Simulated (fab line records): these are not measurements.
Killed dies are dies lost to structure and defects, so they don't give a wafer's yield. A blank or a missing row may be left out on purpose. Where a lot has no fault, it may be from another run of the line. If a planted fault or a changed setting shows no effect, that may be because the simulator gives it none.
Chamber matching    flow nand_harc    NHARC_A_STAIRCASE_DESCUM_219 on rie_diel-01: 4 sister chambers
The step chemistry O2, time 3 s. 16 wafers are shown with their chamber, then 8 later ones without.

== WAFERS, EACH WITH ITS CHAMBER ==
wafer   chamber  showerhead_plenum_p_Torr (Torr)  drypump_motor_current_A (A)  rf_vpp_V (V)
L077.1  3        1.82                             4.9                          58.0
L077.3  0        2.04                             5.1                          58.0
L077.6  1        1.89                             6.0                          56.2
L081.1  3        1.82                             4.9                          57.4
L081.2  0        2.03                             5.1                          59.6
L081.6  0        2.03                             5.1                          58.2
L083.3  3        1.82                             4.9                          57.8
L083.4  2        1.78                             5.4                          57.5
L083.5  0        2.03                             5.1                          59.3
L085.2  3        1.81                             5.0                          58.0
L085.5  2        1.78                             5.4                          56.4
L085.6  3        1.81                             5.0                          57.6
L084.2  0        2.03                             5.1                          58.1
L084.3  1        1.88                             6.0                          57.3
L084.5  1        1.88                             6.0                          58.2
L088.2  1        1.88                             6.1                          57.1

SIGNATURES (means of the wafers above)
reading                   chamber 0  chamber 1  chamber 2  chamber 3  scatter within a chamber
showerhead_plenum_p_Torr  2.0320     1.8825     1.7800     1.8160     0.00479
drypump_motor_current_A   5.100      6.025      5.400      4.940      0.0403
rf_vpp_V                  58.640     57.200     56.950     57.760     0.655
Rule: distance of a wafer from a chamber = root of the sum over the readings of ((wafer's reading minus chamber's mean) / reading's scatter) squared. If the next closest chamber is less than 2 further off than the closest, the wafer can't be placed; otherwise it belongs to the closest. The scatter: take each reading less its chamber's mean, square it, sum over the shown wafers, divide by the number of wafers less the number of chambers, and take the root.

== WAFERS WITHOUT THEIR CHAMBER ==
wafer   showerhead_plenum_p_Torr (Torr)  drypump_motor_current_A (A)  rf_vpp_V (V)
L088.3  1.81                             4.9                          58.1
L088.5  1.88                             6.1                          57.8
L089.2  1.88                             6.0                          57.4
L089.4  1.78                             5.4                          56.0
L089.6  2.02                             5.1                          57.3
L090.1  1.81                             4.9                          57.2
L090.3  1.78                             5.4                          56.9
L090.6  1.87                             6.1                          58.6

== EACH ONE'S CHAMBER ==
wafer   from the rows above  in truth
L088.3  3                    3
L088.5  1                    1
L089.2  1                    1
L089.4  2                    2
L089.6  0                    0
L090.1  3                    3
L090.3  2                    2
L090.6  1                    1
8 of 8 placed correctly. Can't be placed from these rows: 0. 0 placed wrongly.
